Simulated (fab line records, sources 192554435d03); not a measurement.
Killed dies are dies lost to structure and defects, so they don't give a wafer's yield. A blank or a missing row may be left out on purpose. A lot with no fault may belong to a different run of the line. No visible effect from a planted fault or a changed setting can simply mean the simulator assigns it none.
Matching of chambers || flow n5_finfet || N5_PASSIVATION_PASS_ETCH_47 on rie_diel-04 has 4 sister chambers
The step etches SiNx in CF4/O2, target depth 770 nm, time 385 s. 14 wafers are shown with their chamber, then 7 later ones without.

== WAFERS, EACH WITH ITS CHAMBER ==
{"wafer": "L074.2", "chamber": 1, "rf_vpp_V (V)": 224, "showerhead_plenum_p_Torr (Torr)": 2.23, "drypump_motor_current_A (A)": 5.4}
{"wafer": "L074.3", "chamber": 3, "rf_vpp_V (V)": 247, "showerhead_plenum_p_Torr (Torr)": 2.16, "drypump_motor_current_A (A)": 6.1}
{"wafer": "L074.4", "chamber": 2, "rf_vpp_V (V)": 245, "showerhead_plenum_p_Torr (Torr)": 2.15, "drypump_motor_current_A (A)": 5.4}
{"wafer": "L080.1", "chamber": 0, "rf_vpp_V (V)": 231, "showerhead_plenum_p_Torr (Torr)": 2.11, "drypump_motor_current_A (A)": 5.9}
{"wafer": "L080.3", "chamber": 3, "rf_vpp_V (V)": 248, "showerhead_plenum_p_Torr (Torr)": 2.16, "drypump_motor_current_A (A)": 6.0}
{"wafer": "L080.4", "chamber": 1, "rf_vpp_V (V)": 224, "showerhead_plenum_p_Torr (Torr)": 2.23, "drypump_motor_current_A (A)": 5.4}
{"wafer": "L079.1", "chamber": 2, "rf_vpp_V (V)": 243, "showerhead_plenum_p_Torr (Torr)": 2.14, "drypump_motor_current_A (A)": 5.3}
{"wafer": "L079.2", "chamber": 0, "rf_vpp_V (V)": 232, "showerhead_plenum_p_Torr (Torr)": 2.11, "drypump_motor_current_A (A)": 5.9}
{"wafer": "L079.6", "chamber": 2, "rf_vpp_V (V)": 246, "showerhead_plenum_p_Torr (Torr)": 2.14, "drypump_motor_current_A (A)": 5.3}
{"wafer": "L084.2", "chamber": 1, "rf_vpp_V (V)": 224, "showerhead_plenum_p_Torr (Torr)": 2.22, "drypump_motor_current_A (A)": 5.5}
{"wafer": "L084.3", "chamber": 2, "rf_vpp_V (V)": 244, "showerhead_plenum_p_Torr (Torr)": 2.14, "drypump_motor_current_A (A)": 5.4}
{"wafer": "L084.6", "chamber": 2, "rf_vpp_V (V)": 244, "showerhead_plenum_p_Torr (Torr)": 2.14, "drypump_motor_current_A (A)": 5.3}
{"wafer": "L093.2", "chamber": 3, "rf_vpp_V (V)": 247, "showerhead_plenum_p_Torr (Torr)": 2.15, "drypump_motor_current_A (A)": 6.0}
{"wafer": "L093.3", "chamber": 2, "rf_vpp_V (V)": 244, "showerhead_plenum_p_Torr (Torr)": 2.13, "drypump_motor_current_A (A)": 5.3}

SIGNATURES, as means of the wafers listed above
{"reading": "rf_vpp_V", "chamber 0": 231.50, "chamber 1": 224.00, "chamber 2": 244.33, "chamber 3": 247.33, "scatter within a chamber": 0.806}
{"reading": "showerhead_plenum_p_Torr", "chamber 0": 2.1100, "chamber 1": 2.2267, "chamber 2": 2.1400, "chamber 3": 2.1567, "scatter within a chamber": 0.00577}
{"reading": "drypump_motor_current_A", "chamber 0": 5.900, "chamber 1": 5.433, "chamber 2": 5.333, "chamber 3": 6.033, "scatter within a chamber": 0.0516}
Rule: a wafer lies at a distance from a chamber equal to the root of the sum of squares, over the readings, of (its reading less the chamber's mean, divided by the reading's scatter). If the next closest chamber is less than 2 further off than the closest, the wafer can't be placed; otherwise it belongs to the closest. How the scatter is found: for the shown wafers, subtract from each reading the mean of its chamber, square and add these, divide the total by (wafers less chambers), then take the root.

== WAFERS MISSING THEIR CHAMBER ==
{"wafer": "L093.4", "rf_vpp_V (V)": 231, "showerhead_plenum_p_Torr (Torr)": 2.10, "drypump_motor_current_A (A)": 5.9}
{"wafer": "L092.1", "rf_vpp_V (V)": 234, "showerhead_plenum_p_Torr (Torr)": 2.10, "drypump_motor_current_A (A)": 5.9}
{"wafer": "L092.2", "rf_vpp_V (V)": 224, "showerhead_plenum_p_Torr (Torr)": 2.21, "drypump_motor_current_A (A)": 5.4}
{"wafer": "L092.4", "rf_vpp_V (V)": 243, "showerhead_plenum_p_Torr (Torr)": 2.13, "drypump_motor_current_A (A)": 5.4}
{"wafer": "L094.3", "rf_vpp_V (V)": 244, "showerhead_plenum_p_Torr (Torr)": 2.13, "drypump_motor_current_A (A)": 5.3}
{"wafer": "L094.4", "rf_vpp_V (V)": 244, "showerhead_plenum_p_Torr (Torr)": 2.13, "drypump_motor_current_A (A)": 5.4}
{"wafer": "L094.6", "rf_vpp_V (V)": 248, "showerhead_plenum_p_Torr (Torr)": 2.15, "drypump_motor_current_A (A)": 6.0}

== WHICH CHAMBER EACH ONE RAN IN ==
{"wafer": "L093.4", "from the rows above": 0, "in truth": 0}
{"wafer": "L092.1", "from the rows above": 0, "in truth": 0}
{"wafer": "L092.2", "from the rows above": 1, "in truth": 1}
{"wafer": "L092.4", "from the rows above": 2, "in truth": 2}
{"wafer": "L094.3", "from the rows above": 2, "in truth": 2}
{"wafer": "L094.4", "from the rows above": 2, "in truth": 2}
{"wafer": "L094.6", "from the rows above": 3, "in truth": 3}
Placed correctly: 7 of 7. Number that these rows cannot place: 0. 0 placed wrongly.
